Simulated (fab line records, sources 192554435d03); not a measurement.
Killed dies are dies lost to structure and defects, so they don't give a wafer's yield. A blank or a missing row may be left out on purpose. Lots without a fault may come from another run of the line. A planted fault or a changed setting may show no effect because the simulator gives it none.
Chamber matching | flow n5_finfet | N5_BEOL_M7_STRIP_19 on rie_diel-03: 4 sister chambers
The step strips in O2. 16 wafers are shown with their chamber, then 8 later ones without.

WAFERS WITH THEIR CHAMBER
wafer  | chamber | showerhead_plenum_p_Torr (Torr) | drypump_motor_current_A (A) | throttle_valve_pct (%)
L077.1 | 1       | 2.15                            | 5.7                         | 16.78
L077.2 | 3       | 2.15                            | 6.3                         | 16.24
L077.5 | 3       | 2.15                            | 6.4                         | 16.25
L082.1 | 0       | 2.16                            | 6.2                         | 16.68
L082.5 | 3       | 2.15                            | 6.3                         | 16.26
L082.6 | 0       | 2.16                            | 6.2                         | 16.67
L084.1 | 3       | 2.14                            | 6.3                         | 16.25
L084.3 | 2       | 2.04                            | 5.7                         | 16.55
L084.6 | 1       | 2.14                            | 5.7                         | 16.78
L090.2 | 2       | 2.04                            | 5.7                         | 16.61
L090.4 | 3       | 2.14                            | 6.3                         | 16.30
L090.6 | 3       | 2.14                            | 6.4                         | 16.28
L088.1 | 3       | 2.14                            | 6.3                         | 16.29
L088.3 | 0       | 2.16                            | 6.2                         | 16.71
L088.6 | 1       | 2.14                            | 5.7                         | 16.81
L089.1 | 1       | 2.14                            | 5.8                         | 16.80

SIGNATURES (means of the wafers above)
reading                  | chamber 0 | chamber 1 | chamber 2 | chamber 3 | scatter within a chamber
showerhead_plenum_p_Torr | 2.1600    | 2.1425    | 2.0400    | 2.1443    | 0.00453
drypump_motor_current_A  | 6.200     | 5.725     | 5.700     | 6.329     | 0.0426
throttle_valve_pct       | 16.6867   | 16.7925   | 16.5800   | 16.2671   | 0.0232
Rule: a wafer's distance from a chamber is the root of the sum, over the readings, of the square of ((its reading less the chamber's mean) divided by the reading's scatter). The wafer belongs to the nearest chamber; if the next one is less than 2 further off, it can't be placed. The scatter: the root of (the sum of the squares of (reading less its chamber's mean) over the shown wafers, divided by (wafers less chambers)).

WAFERS WITHOUT THEIR CHAMBER
wafer  | showerhead_plenum_p_Torr (Torr) | drypump_motor_current_A (A) | throttle_valve_pct (%)
L089.3 | 2.14                            | 6.3                         | 16.27
L089.5 | 2.16                            | 6.2                         | 16.70
L094.2 | 2.14                            | 5.8                         | 16.82
L094.4 | 2.14                            | 6.3                         | 16.30
L094.6 | 2.14                            | 5.7                         | 16.82
L096.2 | 2.03                            | 5.7                         | 16.61
L096.4 | 2.15                            | 6.2                         | 16.74
L096.6 | 2.14                            | 5.7                         | 16.85

WHICH CHAMBER EACH WENT THROUGH
wafer  | from the rows above | in truth
L089.3 | 3                   | 3
L089.5 | 0                   | 0
L094.2 | 1                   | 1
L094.4 | 3                   | 3
L094.6 | 1                   | 1
L096.2 | 2                   | 2
L096.4 | 0                   | 0
L096.6 | 1                   | 1
Placed correctly: 8 of 8. Can't be placed from these rows: 0. Placed wrongly: 0.
